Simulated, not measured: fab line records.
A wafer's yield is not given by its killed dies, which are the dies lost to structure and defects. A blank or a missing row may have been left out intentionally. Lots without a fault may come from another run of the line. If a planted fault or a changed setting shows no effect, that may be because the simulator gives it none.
Split-lot trial -- flow n5Finfet -- 21 wafers read from 7 lots, route of 1938 steps

ON THE SPLIT
At N5_BEOL_M13_COAT_66 (time 60 s, resist thk 110 nm), the setting spinRpm was moved away from the recipe's 1500 rpm on 5 of the 21 wafers read, by -7.6% to +9.8%. This setting was run at the recipe's value on the other wafers.

FROM THE SPLIT TO THE READING: what the file shows between them, 4 steps
- N5_BEOL_M13_COAT_22: resist thk 300 nm
- N5_BEOL_M13_EBR_24
- N5_BEOL_M13_DESCUM_33: chemistry O2, time 7.9 s
- N5_BEOL_M13_ETCH_67: etches SiARC in CF4, target depth 143 nm, time 238.3 s

THE READING
SiARC_of_BEOL_M13_COAT_66.thkNm (the simulator's own value, which no gauge read), in nm, at N5_BEOL_M13_ETCH_68 (etches SOC in N2/H2, time 355 s). The file does not state a usual value for it. Average 77.5 nm, standard deviation 0.66 nm, over the 16 wafers here run with the recipe.

wafer,"tool, chamber at the split","spinRpm as run, rpm",against the recipe,"SiARC_of_BEOL_M13_COAT_66.thkNm, nm",against lot-mates on the recipe
L075.1,"lithoTrack-03, 0",1500,recipe,77.6,-
L075.2,"lithoTrack-03, 0",1500,recipe,77.6,-
L075.3,"lithoTrack-03, 0",1500,recipe,78,-
L076.2,"lithoTrack-02, 0",1500,recipe,76.8,-
L076.3,"lithoTrack-02, 0",1500,recipe,76,-
L076.6,"lithoTrack-02, 0",1386,-7.6%,80.6,+4.2
L077.1,"lithoTrack-01, 0",1500,recipe,78.4,-
L077.5,"lithoTrack-01, 0",1500,recipe,77.6,-
L077.6,"lithoTrack-01, 0",1500,recipe,78,-
L081.4,"lithoTrack-01, 0",1425,-5.0%,80.6,+2.2
L081.5,"lithoTrack-01, 0",1500,recipe,78.4,-
L081.6,"lithoTrack-01, 0",1425,-5.0%,81.4,+3.0
L080.1,"lithoTrack-02, 0",1500,recipe,78,-
L080.3,"lithoTrack-02, 0",1500,recipe,77.4,-
L080.6,"lithoTrack-02, 0",1500,recipe,78.2,-
L084.1,"lithoTrack-01, 0",1500,recipe,77.2,-
L084.5,"lithoTrack-01, 0",1647,+9.8%,73,-4.2
L084.6,"lithoTrack-01, 0",1647,+9.8%,72,-5.2
L092.2,"lithoTrack-02, 0",1500,recipe,77.2,-
L092.3,"lithoTrack-02, 0",1500,recipe,76.4,-
L092.4,"lithoTrack-02, 0",1500,recipe,77.6,-

THE FIT
A straight line over all 21 wafers: SiARC_of_BEOL_M13_COAT_66.thkNm changes by -0.523 nm for each +1% of spinRpm; r = -0.94; the points scatter about the line by 0.73 nm.
The same after taking each lot's own level away (the mean of its wafers on the recipe; 21 wafers): -0.501 nm for each +1%; r = -0.98; scatter 0.39 nm.
The reading moves by 4.9 nm for the largest change in spinRpm, on that fit.
Across the lots, their own levels run from 76.40 to 78.40 nm, a range of 3.0 times the standard deviation given above.
The two slopes are in agreement: the lot-to-lot level therefore moves the slope only a little.
Check: for one of the wafers moved furthest among these (+9.8%), held out of the fit, the line's prediction against its lot-mates is -5.23 nm. It came out at -4.2 nm against them.

THE WHOLE CHAIN: every reading that the file lists as answering this split, in the file's order
step,what it does,reading,change (the file's fit),r (the file's)
N5_BEOL_M13_COAT_66,"time 60 s, resist thk 110 nm","SiARC_of_BEOL_M13_COAT_66.thkNm (the simulator's own value, which no gauge read)",-0.527 nm for each +1% of the setting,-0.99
N5_BEOL_M13_ETCH_67,"etches SiARC in CF4, target depth 143 nm, time 238.3 s","etch.depthNm (the simulator's own value, which no gauge read)",-0.533 nm for each +1% of the setting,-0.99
N5_BEOL_M13_ETCH_68,"etches SOC in N2/H2, time 355 s","SiARC_of_BEOL_M13_COAT_66.thkNm (the simulator's own value, which no gauge read)",-0.509 nm for each +1% of the setting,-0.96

FILE'S OWN FIT
SiARC_of_BEOL_M13_COAT_66.thkNm changes by -0.509 nm for each +1% of spinRpm, r = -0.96.
